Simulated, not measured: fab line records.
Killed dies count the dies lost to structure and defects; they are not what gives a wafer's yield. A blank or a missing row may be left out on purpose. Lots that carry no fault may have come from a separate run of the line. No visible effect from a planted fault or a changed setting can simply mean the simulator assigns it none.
Comparing a struck lot with a sound one -- flow n5-finfet -- 14 out of 1938 route steps
Sound: wafers L681.1, L681.3, L681.6. Struck: wafers L697.1, L697.2. (L697.3 of the same lot was not struck and is left out.) The cause comes at the end.
Each step with rows lists, per side, the tool, then ch with its chambers, then its first start. Under that, the readings that differ: sound wafers -- struck wafers -- difference of the means -- sigmas: that difference in standard deviations of wafers without a fault.
alike: a reading whose means differ by less than 2 such deviations, as well as words and numbers matching on both sides. not compared: withheld readings; readings where some wafer has no value; bounds like >300 that might hide an equal value; numbers whose values overlap and for which the record gives no deviation.
Wherever a step has rows on one side only, a row that says differs or no value, or a row with sigmas, the two part there. Numbers that don't overlap but have no deviation are shown without sigmas and don't part them. A reading that every wafer of one side lacks parts them only if that side has two wafers or more.

N5_BEOL_M7_STRIP_80: strips in N2/H2, time 10 s.
  sound: rie-diel-04 ch 0,3; struck: rie-diel-05 ch 0,1
  alike: drypump-motor-current-A, oes-product-au, rf-vpp-V, showerhead-plenum-p-Torr, throttle-valve-pct
  not compared: rf-hours-counter-h
N5_BEOL_M7_OCD_MEAS_38:
  sound on ocd-01 at day 9 20:52; struck on ocd-02 at day 13 16:16
  alike: trench-depth-nm
then, 4 steps without rows for these wafers: N5_BEOL_M7_HM_STRIP_39 (strips TiN in peroxide tin strip, target depth 25 nm, time 158 s); N5_BEOL_M7_SRD_40 (time 30 s); N5_BEOL_M7_PRECLEAN_42 (cleans in residue remover, time 60 s); N5_BEOL_M7_SRD_43 (time 30 s).
N5_BEOL_M7_CD_MEAS_35: target cd 40 nm.
  sound on cd-sem-02 at day 9 21:01; struck on cd-sem-03 at day 13 16:25
  alike: cd-nm
N5_BEOL_M7_CURE_75: cures SiCOH lowk, time 120 s.
  sound on uv-cure-03 ch 2, day 9 21:04; struck on uv-cure-02 ch 2, day 13 16:28
  alike: lamp-power-pct, wafer_temp_C_max
then, 1 step without rows for these wafers: N5_BEOL_M7_DEGAS_44 (time 60 s).
N5_BEOL_M7_PRE_CLEAN_45: time 30 s.
  sound on pvd-sputter-01 at day 9 22:47; struck on pvd-sputter-01 at day 13 16:50
  alike: heater-power-w
N5_BEOL_M7_ALD_77: deposits TaN, target thk 2 nm, pulse time 2 s, purge time 3 s.
  sound on ald-metal-04 ch 0,2, day 9 22:56; struck on ald-metal-03 ch 0,2, day 13 16:53
  alike: heater-power-w, precursor-vessel-carrier-sccm
next, for these wafers, 1 step has no rows: N5_BEOL_M7_SURFACE_TREAT_79.
N5_BEOL_M7_CVD_78: deposits Co from CCTBA/H2, target thk 2 nm, time 142.3 s.
  sound on cvd-co-01 ch 0,1, day 9 23:19; struck on cvd-co-01 ch 1,2, day 13 17:14
reading,sound,struck,difference,sigmas
run-length-s (s),165.2 164.2 164.8,211.7 212.0,+47.1,+98
N5_BEOL_M7_SPUTTER_48: material Cu, target thk 10 nm, time 1.667 s.
  sound on pvd-sputter-03 at day 9 23:27; struck on pvd-sputter-03 at day 13 17:42
  alike: chamber-pressure-pa, throttle-valve-pct

== WHERE THEY PART ==
Within this record, at N5_BEOL_M7_CVD_78 only. Later steps at which nothing parts them and some readings are alike: N5_BEOL_M7_SPUTTER_48.

WHY: whatever the simulator had introduced
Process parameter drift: cvd-co-01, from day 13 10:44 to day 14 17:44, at N5_BEOL_M7_CVD_78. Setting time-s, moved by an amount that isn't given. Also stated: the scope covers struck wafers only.
